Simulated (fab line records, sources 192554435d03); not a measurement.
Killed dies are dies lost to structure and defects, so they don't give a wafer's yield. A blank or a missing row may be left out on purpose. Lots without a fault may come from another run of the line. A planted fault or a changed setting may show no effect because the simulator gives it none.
Chamber matching | flow n5_finfet | N5_BEOL_M8_VIA_ETCH_34 on rie_diel-04: 4 sister chambers
The step etches SiCOH lowk in C4F6/O2, target depth 125.5 nm, time 50.5 s. 14 wafers are shown with their chamber, then 7 later ones without.

WAFERS WITH THEIR CHAMBER
wafer  | chamber | showerhead_plenum_p_Torr (Torr) | drypump_motor_current_A (A) | throttle_valve_pct (%)
L074.3 | 0       | 3.00                            | 5.6                         | 20.81
L074.5 | 3       | 2.80                            | 6.0                         | 20.53
L074.6 | 2       | 2.80                            | 5.3                         | 21.15
L076.1 | 3       | 2.80                            | 6.0                         | 20.53
L076.4 | 0       | 2.99                            | 5.6                         | 20.84
L076.6 | 2       | 2.80                            | 5.3                         | 21.16
L077.2 | 3       | 2.80                            | 6.1                         | 20.52
L077.3 | 2       | 2.80                            | 5.3                         | 21.15
L077.4 | 0       | 2.99                            | 5.6                         | 20.82
L082.2 | 1       | 2.93                            | 5.5                         | 20.71
L082.3 | 0       | 2.98                            | 5.6                         | 20.87
L082.6 | 3       | 2.79                            | 6.0                         | 20.54
L083.1 | 1       | 2.93                            | 5.5                         | 20.73
L083.3 | 3       | 2.79                            | 6.0                         | 20.55

SIGNATURES (means of the wafers above)
reading                  | chamber 0 | chamber 1 | chamber 2 | chamber 3 | scatter within a chamber
showerhead_plenum_p_Torr | 2.9900    | 2.9300    | 2.8000    | 2.7960    | 0.00566
drypump_motor_current_A  | 5.600     | 5.500     | 5.300     | 6.020     | 0.0283
throttle_valve_pct       | 20.8350   | 20.7200   | 21.1533   | 20.5340   | 0.017
Rule: a wafer's distance from a chamber is the root of the sum, over the readings, of the square of ((its reading less the chamber's mean) divided by the reading's scatter). The wafer belongs to the nearest chamber; if the next one is less than 2 further off, it can't be placed. The scatter: the root of (the sum of the squares of (reading less its chamber's mean) over the shown wafers, divided by (wafers less chambers)).

WAFERS WITHOUT THEIR CHAMBER
wafer  | showerhead_plenum_p_Torr (Torr) | drypump_motor_current_A (A) | throttle_valve_pct (%)
L083.6 | 2.93                            | 5.5                         | 20.71
L087.1 | 2.79                            | 5.3                         | 20.79
L087.2 | 2.79                            | 6.1                         | 20.57
L087.3 | 2.93                            | 5.4                         | 20.73
L096.2 | 2.92                            | 5.4                         | 20.43
L096.3 | 2.78                            | 5.3                         | 20.81
L096.5 | 2.78                            | 5.3                         | 20.81

WHICH CHAMBER EACH WENT THROUGH
wafer  | from the rows above | in truth
L083.6 | 1                   | 1
L087.1 | 2                   | 2
L087.2 | 3                   | 3
L087.3 | 1                   | 1
L096.2 | 1                   | 1
L096.3 | 2                   | 2
L096.5 | 2                   | 2
Placed correctly: 7 of 7. Can't be placed from these rows: 0. Placed wrongly: 0.
